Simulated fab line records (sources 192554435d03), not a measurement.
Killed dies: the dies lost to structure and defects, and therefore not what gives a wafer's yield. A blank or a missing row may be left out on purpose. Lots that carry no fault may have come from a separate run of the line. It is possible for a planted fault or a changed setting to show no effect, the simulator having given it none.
fab line records	flow n5_finfet
[record] lots = 10	wafers = 28	last_day = 21
route steps=1938 shown HKMG_FIN@457 GATE_CUT@467 BEOL_M4@1111 PASSIVATION@1936
lots that met no fault: taken from a fault-free run of the same line
start_h: hours from the record's first day to the start of the lot's first wafer shown	wait_h: hours since the lot's step before	" repeats the value in the row above	L1.1+2: one row covering several wafers at once	- no value present, or no start provided	* or withheld: withheld	< > ~ a bound
route shown NAME@n: NAME is a module with steps in the file, n the number in the route of the first one	usual: mean/standard deviation of fault-free wafers	same: alike in all rows	chamber/n: place in a boat	sites: readings site by site	_std_site: how widely they spread, as a standard deviation	_edge_site: the outer-site mean with the inner-site mean subtracted	radius_mm: how far each site lies from the wafer's centre	mask NAME#n: copy n	behind: tool/chamber where the wafer was last shaped	hold: the reason the lot was held/the length of the hold in hours/how it ended	device: whichever transistor did not switch (one of n, p or np)	end of line: tests run on the same wafers once the route is complete	a step given without rows: its recipe and nothing more	killed: count of dies lost to structure and defects at first sort (not the wafer's yield)	map: a wafer's dies, x killed, . not, _ none there
set.NAME: the run value of the setting; set.NAME@STEP: its run value at that earlier step	model.NAME: the simulator's own value behind a step, which no gauge read
a sample of lots followed through the steps of the route, with each step as a table and each wafer as a row
services: a tool's chamber out of use, with start hour (start_h, from the record's first day; less than 0 if before it), hours out, and reason
[[steps]]
[step N5_HKMG_FIN_ALD_72]
[recipe] material = W	target_thk_a = 20	temp_c = 300	pressure_torr = 7.5	ald_precursor_family = WF6	ald_co_reactant = B2H6	pulse_time_s = 1	purge_time_s = 2	co_reactant_purge_time_s = 2	co_reactant_pulse_time_s = 3	ald_cycles = 7
[usual] heater_power_w = 467/41	precursor_pulse_height_rel = 0.998/0.019
lot.wafer	tool	chamber	start_h	wait_h	heater_power_w	precursor_pulse_height_rel
L618.3	cvd_w-01	0	86.68	0.2	504	0.998
L618.4	"	1	"	"	476	1.021
L618.5	"	1	"	"	483	0.993
L619.1	cvd_w-02	0	87.02	0.2	398	1.009
L619.4	"	1	"	"	453	1.029
L619.5	"	1	"	"	456	1.011
L621.2	cvd_w-01	0	94.19	0.2	509	0.994
L621.6	"	1	"	"	498	0.990
L623.2	cvd_w-02	1	110.63	0.2	446	1.017
L623.3	"	1	"	"	458	1.006
L623.4	"	0	"	"	404	1.028
L624.4	cvd_w-01	0	119.38	0.2	487	1.021
L624.5	"	1	"	"	487	0.978
L626.1	cvd_w-02	0	129.52	0.2	408	1.025
L626.3	"	0	"	"	392	1.002
L626.6	"	1	"	"	449	0.976
L634.2	cvd_w-02	1	175.64	0.2	459	0.976
L634.3	"	1	"	"	460	0.982
L634.6	"	0	"	"	401	0.957
L637.1	cvd_w-01	1	193.25	0.2	493	1.020
L637.3	"	1	"	"	495	0.987
L637.6	"	1	"	"	491	0.992
L640.1	cvd_w-01	0	211.19	0.2	523	1.041
L640.5	"	0	"	"	517	1.001
L640.6	"	1	"	"	492	1.007
L641.2	cvd_w-01	1	221.44	0.2	480	0.988
L641.3	"	1	"	"	483	1.032
L641.6	"	0	"	"	515	0.972
[step N5_HKMG_FIN_CMP_94]
[recipe] stop_on = SiNx	post_cmp_clean = w_dilute_nh4oh	t_overpolish_s = 4.7	down_force_psi = 4	platen_rpm = 50.289	pad_velocity_m_s = 1.0006	target_thk_nm = 43.299
[usual] motor_current_A = 11.6/1.4	platen_rpm = 50.291/0.03
lot.wafer	tool	chamber	start_h	wait_h	motor_current_A	platen_rpm
L618.3	cmp-03	0	87.34	0.3	13.5	50.309
L618.4	"	2	"	"	11.0	50.283
L618.5	"	3	"	"	12.7	50.273
L619.1	cmp-02	3	87.67	0.4	12.0	50.295
L619.4	"	1	"	"	10.2	50.259
L619.5	"	0	"	"	11.0	50.293
L621.2	cmp-02	2	94.87	0.3	9.6	50.303
L621.6	"	2	"	"	8.9	50.339
L623.3	cmp-03	0	111.47	0.4	13.5	50.316
L623.4	"	2	"	"	12.0	50.311
L623.2	"	3	"	"	12.9	50.301
L624.4	cmp-02	1	120.10	0.2	10.5	50.297
L624.5	"	2	"	"	9.6	50.311
L626.1	cmp-03	2	130.17	0.4	11.7	50.284
L626.3	"	3	"	"	13.4	50.277
L626.6	"	3	"	"	12.8	50.360
L634.3	cmp-02	3	176.36	0.4	11.9	48.250
L634.2	"	0	"	"	10.1	48.274
L634.6	"	3	"	"	11.8	48.260
L637.3	cmp-02	3	193.93	0.3	11.8	48.293
L637.1	"	1	"	"	9.7	48.214
L637.6	"	2	"	"	9.2	48.266
L640.1	cmp-01	0	211.93	0.2	13.0	50.277
L640.5	"	1	"	"	13.6	50.274
L640.6	"	2	"	"	11.3	50.268
L641.3	cmp-01	2	222.09	0.4	11.5	50.317
L641.2	"	1	"	"	13.8	50.302
L641.6	"	2	"	"	11.2	50.326
[step N5_GATE_CUT_ETCHBACK_30]
[recipe] chemistry = Cl2/Ar	target = TiN	target_depth_a = 30	mode = isotropic	pressure_mtorr = 10	icp_w = 600	bias_w = 60	Cl2_flow_sccm = 40	Ar_flow_sccm = 60
[usual] drypump_motor_current_A = 6.0/0.45	oes_product_au = 0.76/0.061	throttle_valve_pct = 20.72/0.27
lot.wafer	tool	chamber	start_h	wait_h	drypump_motor_current_A	oes_product_au	rf_hours_counter_h	throttle_valve_pct
L618.3	rie_metal-02	1	87.80	0.0	5.5	0.70	-	21.16
L618.4	"	0	"	"	5.4	0.82	-	20.80
L618.5	"	1	"	"	5.4	0.70	-	21.15
L619.1	rie_metal-03	0	88.15	0.1	5.7	0.83	29	20.80
L619.4	"	1	"	"	6.5	0.67	-	20.83
L619.5	"	0	"	"	5.7	0.82	-	20.81
L621.2	rie_metal-02	0	95.32	0.1	5.4	0.81	31	20.81
L621.6	"	0	"	"	5.4	0.81	-	20.79
L623.2	rie_metal-01	1	111.95	0.1	6.3	0.76	71	20.58
L623.3	"	0	"	"	6.4	0.82	-	20.28
L623.4	"	1	"	"	6.3	0.76	-	20.57
L624.4	rie_metal-01	0	120.50	0.0	6.4	0.82	-	20.28
L624.5	"	1	"	"	6.3	0.76	-	20.58
L626.1	rie_metal-03	0	130.65	0.1	5.7	0.80	31	20.84
L626.3	"	0	"	"	5.7	0.80	-	20.83
L626.6	"	1	"	"	6.5	0.65	-	20.83
L634.2	rie_metal-01	0	176.82	0.1	6.4	0.81	26	20.31
L634.3	"	1	"	"	6.3	0.74	-	20.59
L634.6	"	1	"	"	6.3	0.74	-	20.59
L637.1	rie_metal-01	0	194.38	0.1	6.4	0.81	27	20.29
L637.3	"	0	"	"	6.4	0.81	-	20.29
L637.6	"	1	"	"	6.3	0.73	-	20.63
L640.1	rie_metal-01	0	212.32	0.1	6.4	0.81	29	20.30
L640.5	"	0	"	"	6.4	0.81	-	20.30
L640.6	"	1	"	"	6.3	0.74	-	20.62
L641.2	rie_metal-02	1	222.57	0.1	5.4	0.68	94	21.16
L641.3	"	1	"	"	5.4	0.69	-	21.17
L641.6	"	0	"	"	5.4	0.78	-	20.84
[step N5_GATE_CUT_ETCH_58]
[recipe] chemistry = CH3F/O2	target = SiNx	target_depth_a = 170	time_s = 128.6	ion_energy_ev = 50	pressure_mtorr = 30	source_w = 415	bias_w = 21	Ar_flow_sccm = 150	CH3F_flow_sccm = 30	O2_flow_sccm = 20
[usual] drypump_motor_current_A = 5.6/0.38	oes_product_au = 0.77/0.08	rf_vpp_V = 99.1/1.1	showerhead_plenum_p_Torr = 2.00/0.074	throttle_valve_pct = 16.4/0.34
[same] time_s = 128.6
lot.wafer	tool	chamber	start_h	wait_h	drypump_motor_current_A	oes_product_au	rf_hours_counter_h	rf_vpp_V	showerhead_plenum_p_Torr	throttle_valve_pct
L618.3	rie_diel-02	0	87.90	0.1	5.8	0.88	43	100.8	1.97	16.3
L618.4	"	2	"	"	5.9	0.73	159	96.6	1.92	16.6
L618.5	"	2	"	"	5.8	0.72	-	99.0	1.92	16.6
L619.1	rie_diel-02	1	88.23	0.0	4.8	0.79	127	99.1	2.04	16.6
L619.4	"	3	"	"	5.4	0.91	9	101.1	2.13	15.9
L619.5	"	0	"	"	5.8	0.87	-	98.4	1.97	16.3
L621.2	rie_diel-03	3	95.40	0.0	6.5	0.78	106	100.7	2.04	16.3
L621.6	"	1	"	"	5.9	0.75	-	99.3	2.07	16.3
L623.2	rie_diel-02	2	112.03	0.0	5.9	0.73	164	97.0	1.92	16.7
L623.3	"	3	"	"	5.4	0.90	14	99.2	2.13	15.9
L623.4	"	1	"	"	4.8	0.79	132	99.2	2.04	16.6
L624.4	rie_diel-02	2	120.68	0.1	5.9	0.72	165	98.7	1.92	16.6
L624.5	"	3	"	"	5.4	0.90	-	100.2	2.13	15.9
L626.1	rie_diel-06	3	130.73	0.0	5.3	0.69	237	97.9	1.90	16.9
L626.3	"	1	"	"	5.6	0.80	114	98.3	1.96	16.8
L626.6	"	3	"	"	5.4	0.70	-	98.3	1.90	16.9
L634.2	rie_diel-06	1	176.97	0.1	5.6	0.79	131	97.7	1.95	16.9
L634.3	"	2	"	"	5.8	0.73	166	98.3	2.09	16.0
L634.6	"	1	"	"	5.7	0.78	-	98.9	1.95	16.8
L637.1	rie_diel-03	1	194.46	0.0	5.9	0.73	219	100.0	2.06	16.3
L637.3	"	0	"	"	5.3	0.66	249	97.1	1.96	16.7
L637.6	"	1	"	"	5.9	0.73	-	99.3	2.06	16.3
L640.1	rie_diel-06	3	212.40	0.0	5.4	0.99	3	101.5	2.14	16.5
L640.5	"	0	"	"	5.7	0.95	-	98.4	1.97	15.9
L640.6	"	3	"	"	5.4	0.98	-	99.4	2.14	16.4
L641.2	rie_diel-03	0	222.75	0.1	5.2	0.94	3	97.3	1.96	16.2
L641.3	"	3	"	"	6.4	0.74	146	99.7	2.03	16.4
L641.6	"	3	"	"	6.4	0.73	-	99.9	2.03	16.4
[step N5_BEOL_M4_RC_MEAS_101]
[usual] DIBL_N = 37.7/2	DIBL_P = 37.7/2.3	IOFF_N = 0.18/0.039	IOFF_P = 0.23/0.042	ION_N = 681/12	ION_P = 463/8	SS_N = 71.9/0.68	SS_P = 73.6/0.71	VT_N = 248/3.2	VT_P = -249/3.1
lot.wafer	tool	chamber	start_h	wait_h	DIBL_N[mV/V]	DIBL_P[mV/V]	IOFF_N[nA/um]	IOFF_P[nA/um]	ION_N[uA/um]	ION_P[uA/um]	SS_N[mV/dec]	SS_P[mV/dec]	VT_N[mV]	VT_P[mV]
L618.3	prober-01	0	271.29	0.3	36.6	36.6	0.17	0.24	669	464	72.1	72.7	249	-245
L618.4	"	0	"	"	38.5	38.0	0.20	0.25	675	460	72.3	73.1	248	-243
L618.5	"	0	"	"	40.1	42.1	0.26	0.36	688	471	72.8	73.9	243	-241
L619.1	prober-01	0	273.92	0.0	36.0	33.5	0.15	0.17	683	459	71.5	73.2	248	-252
L619.4	"	0	"	"	41.0	39.8	0.31	0.28	702	465	72.3	74.6	239	-246
L619.5	"	0	"	"	37.1	35.3	0.17	0.20	672	459	71.9	73.7	247	-250
L621.2	prober-02	0	276.70	0.2	38.0	37.0	0.19	0.20	692	462	71.4	73.3	247	-252
L621.6	"	0	"	"	37.4	37.3	0.16	0.21	681	459	71.2	73.3	249	-252
L623.2	prober-02	0	281.51	0.2	36.9	37.8	0.16	0.22	654	455	71.3	74.1	252	-251
L623.3	"	0	"	"	40.1	40.5	0.25	0.27	685	462	73.1	74.9	244	-249
L623.4	"	0	"	"	35.0	34.6	0.14	0.18	679	455	71.2	73.2	250	-253
L624.4	prober-01	0	305.76	0.5	36.3	37.5	0.16	0.21	684	469	72.1	73.8	252	-249
L624.5	"	0	"	"	39.2	41.1	0.23	0.26	700	471	72.5	75.4	245	-248
L626.1	prober-02	0	306.99	0.0	38.7	39.1	0.19	0.25	679	459	72.9	74.1	248	-251
L626.3	"	0	"	"	36.7	36.1	0.15	0.18	680	458	72.5	73.9	250	-256
L626.6	"	0	"	"	37.4	39.1	0.18	0.25	695	471	72.8	74.3	251	-250
L634.2	prober-02	0	358.24	0.2	37.4	38.8	0.16	0.23	663	454	71.4	74.0	254	-251
L634.3	"	0	"	"	40.2	41.9	0.23	0.27	682	461	72.8	74.6	246	-249
L634.6	"	0	"	"	36.1	37.4	0.15	0.20	674	456	71.9	73.9	252	-252
L637.1	prober-01	0	377.85	0.0	34.1	34.3	0.12	0.17	674	463	69.5	72.7	253	-252
L637.3	"	0	"	"	38.2	38.9	0.19	0.24	685	466	71.8	73.5	246	-248
L637.6	"	0	"	"	33.5	32.8	0.11	0.16	674	461	70.6	72.8	254	-255
L640.1	prober-02	0	389.10	0.0	39.4	38.3	0.22	0.26	685	469	73.2	73.9	245	-247
L640.5	"	0	"	"	36.0	34.0	0.17	0.19	680	459	71.6	72.8	249	-251
L640.6	"	0	"	"	38.5	39.8	0.22	0.30	688	471	71.4	73.6	244	-246
L641.2	prober-02	0	402.43	0.2	36.5	36.5	0.16	0.26	662	460	71.5	73.6	250	-245
L641.3	"	0	"	"	33.3	31.9	0.12	0.17	680	463	70.8	73.0	248	-251
L641.6	"	0	"	"	36.9	37.3	0.19	0.26	686	475	72.2	74.0	248	-246
[step N5_PASSIVATION_PROBE_49]
[usual] defect_limited_yield = 91.1/1.4	killed_at_M0_to_M3 = 34/9.6	killed_at_M4_up = 15/5.3	killed_at_contacts = 12/6.1	killed_at_front_end = 40/11	killed_at_other = 3.5/2.8	killed_dies = 105/17	killed_open = 70/12	killed_short = 34/7.7	sort_bin_4_leakage = 0.01/0.07	sort_bin_5_function = 5.2/0.97	sort_bin_6_memory = 3.4/0.62	sort_n_pass = 1075/17	sort_yield_pct = 91.1/1.4
[same] gross_dies = 1180	killed_at_back_side = 0	sort_bin_8_speed[%] = 0
lot.wafer	tool	chamber	start_h	wait_h	defect_limited_yield[%]	killed_at_M0_to_M3	killed_at_M4_up	killed_at_contacts	killed_at_front_end	killed_at_other	killed_dies	killed_open	killed_short	sort_bin_4_leakage[%]	sort_bin_5_function[%]	sort_bin_6_memory[%]	sort_n_pass	sort_yield_pct[%]
L624.4	prober-01	-	412.34	0.2	90.8	45	14	12	26	12	109	71	36	0	5.9	3.1	1071	90.8
L624.5	prober-01	-	412.39	0.2	89.6	52	10	14	43	4	123	81	41	0	5.8	4.2	1057	89.6
// killed by level:class
L624.4 BEOL_M3:geometric_particle:open=12 BEOL_M4:geometric_particle:open=11 BEOL_M0_SAQP:geometric_particle:short=10 MOL_CONTACT_COAG:geometric_particle:open=10 BEOL_M1:geometric_particle:open=9 BEOL_M0_SAQP:geometric_particle:open=6 MIM_TOP_ETCH:geometric_particle:short=5 STI_FIN_REVEAL:geometric_particle:open=4
L624.5 BEOL_M0_SAQP:geometric_particle:short=15 STI_FIN_REVEAL:geometric_particle:open=14 MOL_CONTACT_COAG:geometric_particle:open=13 BEOL_M2:geometric_particle:open=11 BEOL_M0_SAQP:geometric_particle:open=9 GATE_CUT:geometric_particle:short=7 BEOL_M1:geometric_particle:open=6 BEOL_M3:geometric_particle:open=6
[[services]]
tool	chamber	start_h	hours	kind
cmp-03	-	76.60	0.5	repair
rie_diel-02	1	82.56	4.2	repair
rie_diel-06	-	82.88	0.7	repair
cmp-01	-	85.10	4.0	pm
cmp-03	-	88.23	0.9	repair
cmp-01	-	91.56	4.1	pm
cmp-02	-	103.30	2.3	repair
cvd_w-02	-	106.30	3.6	repair
rie_diel-03	2	118.77	6.3	repair
cmp-02	-	120.99	10.9	pm
rie_metal-01	0	124.30	5.3	repair
cmp-02	-	131.94	9.5	pm
rie_metal-03	-	140.36	2.8	pm
cmp-02	-	156.03	8.3	repair
cvd_w-01	-	163.84	28.1	pm
rie_metal-02	1	166.21	4.4	repair
rie_metal-01	-	177.00	0.5	repair
cmp-02	-	177.05	3.1	repair
rie_diel-06	3	179.10	4.1	repair
cmp-03	-	185.93	5.7	pm
cmp-02	-	197.21	0.7	repair
cmp-02	-	202.14	4.0	pm
cvd_w-01	-	202.45	1.6	repair
cvd_w-02	0	221.60	8.7	repair
[[key]]
[first_sign] step = N5_HKMG_FIN_CMP_94	reading = platen_rpm	direction = down	sigmas = 69	usual = 50.291	struck = 48.260
effect none on later readings
met_at N5_HKMG_FIN_CMP_94
struck_lots L634,L637
not_acting_at N5_HKMG_FIN_ALD_72,N5_GATE_CUT_ETCHBACK_30,N5_GATE_CUT_ETCH_58
onset_between 120.10 176.36
[fault] kind = process_parameter_drift	tool = cmp-02	chamber = -	onset_h = 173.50	steps = N5_HKMG_FIN_CMP_94	channel = platen_rpm	offset = -2.0116	shape = step	end_h = 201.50	acts_in = these_recipes_only	stated = 50.289
